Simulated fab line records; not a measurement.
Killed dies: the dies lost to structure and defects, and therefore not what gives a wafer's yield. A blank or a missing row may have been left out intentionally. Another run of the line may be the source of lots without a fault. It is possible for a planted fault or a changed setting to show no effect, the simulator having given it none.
fab line records -- flow nand_harc -- part 2 of 2: steps 37 to 42 of 42
[record] lots = 5, wafers = 15, last_day = 24
route steps=1159 shown P_ZERO_WELL@48 P_STI@69
lots with no fault: from the same line, run without faults
start_h: hours from the record's opening day to when the first of the lot's shown wafers began -- wait_h: time in hours since the lot's previous step -- " unchanged from the row above -- L1.1+2: one row covering several wafers at once -- - no value present, or no start provided -- * or withheld: withheld -- < > ~ a bound
route shown NAME@n: names a module that has steps shown in the file, with the first one's number in the route -- usual: mean/standard deviation taken from wafers without a fault -- same: alike in all rows -- chamber/n: place in a boat -- sites: per-site readings -- _std_site: their standard deviation -- _edge_site: outer sites' mean less inner sites' -- radius_mm: for every site, how far away it sits from the centre of the wafer -- mask NAME#n: copy n -- behind: the last tool/chamber to shape the wafer -- hold: cause of the lot's hold/its duration in hours/its outcome -- device: whichever transistor did not switch (one of n, p or np) -- end of line: the tests these same wafers got at the end of their route -- step lacking rows: just its recipe -- killed: dies lost to structure and defects at the first sort, not the wafer's yield -- map: a wafer's dies, marking killed ones x, the rest . and places with no die _
set.NAME: setting as actually run; set.NAME@STEP: the setting as run at that earlier step -- model.NAME: the simulator's own value behind a step, which no gauge read
a table for each step, a row for each wafer; lots at some steps of the route
services: when a tool's chamber went out of use (start_h, in hours from the record's first day, below 0 if earlier), for how many hours, and the reason
[[steps]]
[step NHARC_P_STI_OVL_MEAS_10]
[usual] overlay_x_nm = 1/4.7, overlay_y_nm = 0/5.7
lot.wafer,tool,chamber,start_h,wait_h,overlay_x_nm,overlay_y_nm
L074.1,overlay-01,-,33.38,-,-1,-10
L074.3,overlay-01,-,33.38,-,-2,-11
L074.5,overlay-01,-,33.38,-,-2,-10
L078.1,overlay-01,-,60.98,-,3,-9
L078.2,overlay-01,-,60.98,-,3,-10
L078.4,overlay-01,-,60.98,-,3,-10
L086.2,overlay-01,-,106.80,-,12,7
L086.4,overlay-01,-,106.80,-,12,7
L086.6,overlay-01,-,106.80,-,11,8
L091.1,overlay-01,-,145.66,-,-5,-1
L091.2,overlay-01,-,145.66,-,-5,-1
L091.3,overlay-01,-,145.66,-,-5,-1
L094.2,overlay-01,-,153.44,-,3,10
L094.4,overlay-01,-,153.44,-,2,10
L094.6,overlay-01,-,153.44,-,3,10
[step NHARC_P_STI_INSPECT_11]
[usual] raw_defect_count = 5.5/2.7
lot.wafer,tool,chamber,start_h,wait_h,raw_defect_count
L074.1,defect_inspect-01,-,33.41,0.0,8
L074.3,defect_inspect-01,-,33.41,0.0,3
L074.5,defect_inspect-01,-,33.41,0.0,6
L078.1,defect_inspect-02,-,61.02,0.0,5
L078.2,defect_inspect-02,-,61.02,0.0,5
L078.4,defect_inspect-02,-,61.02,0.0,5
L086.2,defect_inspect-02,-,106.84,0.0,15
L086.4,defect_inspect-02,-,106.84,0.0,12
L086.6,defect_inspect-02,-,106.84,0.0,13
L091.1,defect_inspect-02,-,145.70,0.0,4
L091.2,defect_inspect-02,-,145.70,0.0,8
L091.3,defect_inspect-02,-,145.70,0.0,1
L094.2,defect_inspect-02,-,153.48,0.0,6
L094.4,defect_inspect-02,-,153.48,0.0,4
L094.6,defect_inspect-02,-,153.48,0.0,3
[step NHARC_P_STI_HARDBAKE_13]
[recipe] temp_c = 118, time_s = 65
lot.wafer,tool,chamber,start_h,wait_h
L074.1+3+5,litho_track-05,0,33.47,0.1
L078.1+2+4,litho_track-02,0,61.07,0.1
L086.2+4+6,litho_track-02,0,106.90,0.1
L091.1+2+3,litho_track-02,0,145.76,0.1
L094.2+4+6,litho_track-02,0,153.54,0.1
[step NHARC_P_STI_DESCUM_14]
[recipe] time_s = 3, o2_flow_sccm = 200, ar_flow_sccm = 0, bias_power_w = 0, chemistry = O2
[usual] chamber_pressure_mTorr = 59.99/0.05, drypump_motor_current_A = 5.6/0.5, oes_product_au = 1.001/0.0077, rf_vpp_V = 57.8/0.85, showerhead_plenum_p_Torr = 1.94/0.052, throttle_valve_pct = 11.311/0.0087
lot.wafer,tool,chamber,start_h,wait_h,chamber_pressure_mTorr,drypump_motor_current_A,oes_product_au,rf_hours_counter_h,rf_vpp_V,showerhead_plenum_p_Torr,throttle_valve_pct
L074.3,rie_diel-03,0,33.55,-,59.98,4.9,1.002,9.8,59.2,1.96,11.320
L074.1,rie_diel-03,1,33.55,-,60.01,5.9,1.004,8.6,57.0,1.89,11.315
L074.5,rie_diel-03,0,33.55,-,60.02,4.9,0.998,-,57.1,1.96,11.302
L078.2,rie_diel-03,2,61.15,-,60.13,5.0,1.006,1.0,57.7,1.93,11.302
L078.1,rie_diel-03,0,61.15,-,60.01,4.9,0.999,1.2,58.8,1.95,11.309
L078.4,rie_diel-03,1,61.15,-,60.02,5.9,0.989,0.9,59.5,1.89,11.307
L086.4,rie_diel-01,2,106.98,-,60.03,5.8,0.996,3.4,58.8,1.99,11.320
L086.2,rie_diel-01,3,106.98,-,60.11,6.1,1.010,3.5,57.4,1.81,11.296
L086.6,rie_diel-01,2,106.98,-,59.91,5.8,0.998,-,57.2,1.99,11.309
L091.2,rie_diel-03,1,145.83,-,59.91,5.9,1.006,6.2,56.5,1.88,11.304
L091.1,rie_diel-03,2,145.83,-,59.98,4.9,0.996,6.2,57.6,1.93,11.326
L091.3,rie_diel-03,3,145.83,-,60.04,5.5,1.008,6.1,57.1,1.93,11.335
L094.2,rie_diel-06,0,153.62,-,59.97,5.8,0.999,2.7,56.9,2.02,11.331
L094.6,rie_diel-06,0,153.62,-,59.99,5.8,0.994,-,58.0,2.02,11.319
L094.4,rie_diel-06,1,153.62,-,59.93,6.6,0.991,-,59.2,2.02,11.309
[step NHARC_P_STI_ETCH_42]
[recipe] target_depth_a = 800, overetch_a = 240, time_s = 61, ion_energy_ev = 200, n2_flow_sccm = 150, h2_flow_sccm = 150, ar_flow_sccm = 0, rf_w = 400, bias_w = 150, chemistry = N2/H2
[usual] chamber_pressure_mTorr = 30.001/0.03, drypump_motor_current_A = 5.6/0.5, oes_product_au = 1.002/0.0082, rf_vpp_V = 431.5/1.8, showerhead_plenum_p_Torr = 2.08/0.057, throttle_valve_pct = 14.170/0.01
lot.wafer,tool,chamber,start_h,wait_h,chamber_pressure_mTorr,drypump_motor_current_A,oes_product_au,rf_hours_counter_h,rf_vpp_V,showerhead_plenum_p_Torr,throttle_valve_pct
L074.1,rie_diel-03,0,33.65,0.1,29.981,4.9,1.009,9.8,430.5,2.09,14.185
L074.3,rie_diel-03,2,33.65,0.1,30.017,5.0,0.999,9.5,429.3,2.06,14.177
L074.5,rie_diel-03,1,33.65,0.1,30.035,5.9,0.996,-,430.2,2.01,14.185
L078.2,rie_diel-03,0,61.24,0.1,30.010,4.9,1.000,1.2,430.9,2.08,14.173
L078.4,rie_diel-03,1,61.24,0.1,29.992,5.9,1.004,0.9,429.9,2.01,14.161
L078.1,rie_diel-03,3,61.24,0.1,29.909,5.5,1.011,1.4,429.9,2.06,14.179
L086.4,rie_diel-01,2,107.06,0.1,29.984,5.8,0.998,3.4,433.5,2.12,14.175
L086.2,rie_diel-01,3,107.06,0.1,30.020,6.1,1.005,3.5,426.0,1.92,14.156
L086.6,rie_diel-01,3,107.06,0.1,30.038,6.1,1.008,-,426.0,1.92,14.166
L091.1,rie_diel-03,3,145.92,0.1,30.020,5.5,1.009,6.1,430.1,2.05,14.154
L091.2,rie_diel-03,1,145.92,0.1,29.991,5.9,1.002,6.2,430.5,2.01,14.204
L091.3,rie_diel-03,2,145.92,0.1,30.049,5.0,1.002,6.2,430.9,2.05,14.149
L094.2,rie_diel-06,2,153.73,0.1,30.060,6.0,1.001,2.7,431.1,2.06,14.158
L094.6,rie_diel-06,1,153.73,0.1,30.036,6.6,1.003,-,433.4,2.16,14.175
L094.4,rie_diel-06,2,153.73,0.1,30.023,6.0,0.987,-,428.5,2.06,14.166
[step NHARC_P_STI_ETCH_31]
[recipe] target_depth_a = 1089, time_s = 54.5, cf4_flow_sccm = 100, chf3_flow_sccm = 30, ar_flow_sccm = 0, rf_w = 500, bias_w = 200, chemistry = CF4/CHF3
[usual] chamber_pressure_mTorr = 24.999/0.022, drypump_motor_current_A = 5.6/0.48, oes_product_au = 0.961/0.016, rf_vpp_V = 371.4/1.6, showerhead_plenum_p_Torr = 1.60/0.041, throttle_valve_pct = 16.803/0.0092
lot.wafer,tool,chamber,start_h,wait_h,chamber_pressure_mTorr,drypump_motor_current_A,oes_product_au,rf_hours_counter_h,rf_vpp_V,showerhead_plenum_p_Torr,throttle_valve_pct
L074.1,rie_diel-03,0,-,-,25.005,4.9,0.968,9.8,371.2,1.61,16.804
L074.3,rie_diel-03,1,-,-,24.986,5.9,0.955,8.6,370.0,1.55,16.793
L074.5,rie_diel-03,0,-,-,24.990,4.9,0.964,-,372.2,1.61,16.798
L078.4,rie_diel-03,1,-,-,25.013,5.9,0.971,0.9,368.8,1.55,16.800
L078.1,rie_diel-03,3,-,-,24.981,5.4,0.965,1.4,372.4,1.58,16.812
L078.2,rie_diel-03,0,-,-,24.959,4.9,0.983,1.3,371.8,1.61,16.800
L086.2,rie_diel-01,0,-,-,24.986,5.8,0.974,3.4,369.8,1.57,16.806
L086.4,rie_diel-01,2,-,-,24.971,5.9,0.952,3.4,371.8,1.63,16.799
L086.6,rie_diel-01,0,-,-,24.997,5.8,0.981,-,371.0,1.57,16.802
L091.1,rie_diel-03,2,-,-,25.010,5.0,0.935,6.3,371.4,1.58,16.805
L091.2,rie_diel-03,3,-,-,25.027,5.5,0.927,6.2,369.8,1.58,16.819
L091.3,rie_diel-03,0,-,-,24.968,4.9,0.930,6.4,371.2,1.60,16.805
L094.2,rie_diel-06,2,-,-,24.995,6.0,0.958,2.8,370.8,1.59,16.816
L094.6,rie_diel-06,2,-,-,25.012,6.0,0.959,-,372.4,1.59,16.800
L094.4,rie_diel-06,0,-,-,25.015,5.8,0.971,-,374.1,1.66,16.804
[[services]]
tool,chamber,start_h,hours,kind
furnace-04,-,-6.32,7.5,repair
rie_diel-03,2,-3.91,8.3,repair
wet_bench-02,-,4.00,8.0,pm
implanter-02,-,10.39,4.1,repair
implanter-01,-,11.85,14.1,repair
krf_scanner-04,-,13.26,0.9,repair
litho_track-07,-,14.00,7.0,pm
rie_diel-06,0,14.15,6.1,repair
wet_bench-05,-,20.80,8.0,pm
implanter-02,-,22.31,47.9,repair
rie_diel-03,3,30.13,14.2,repair
wet_bench-01,-,37.60,8.0,pm
litho_track-03,-,38.03,7.0,pm
rie_diel-03,-,38.30,9.0,pm
wet_bench-09,-,47.71,1.0,repair
litho_track-05,-,62.00,7.0,pm
rie_diel-03,1,62.83,13.5,repair
implanter-01,-,83.36,1.0,repair
implanter-02,-,85.00,13.0,pm
krf_scanner-04,-,107.06,0.6,repair
wet_bench-09,-,112.80,8.0,pm
krf_scanner-04,-,117.85,0.8,repair
implanter-01,-,125.22,1.1,repair
krf_scanner-04,-,126.00,4.0,pm
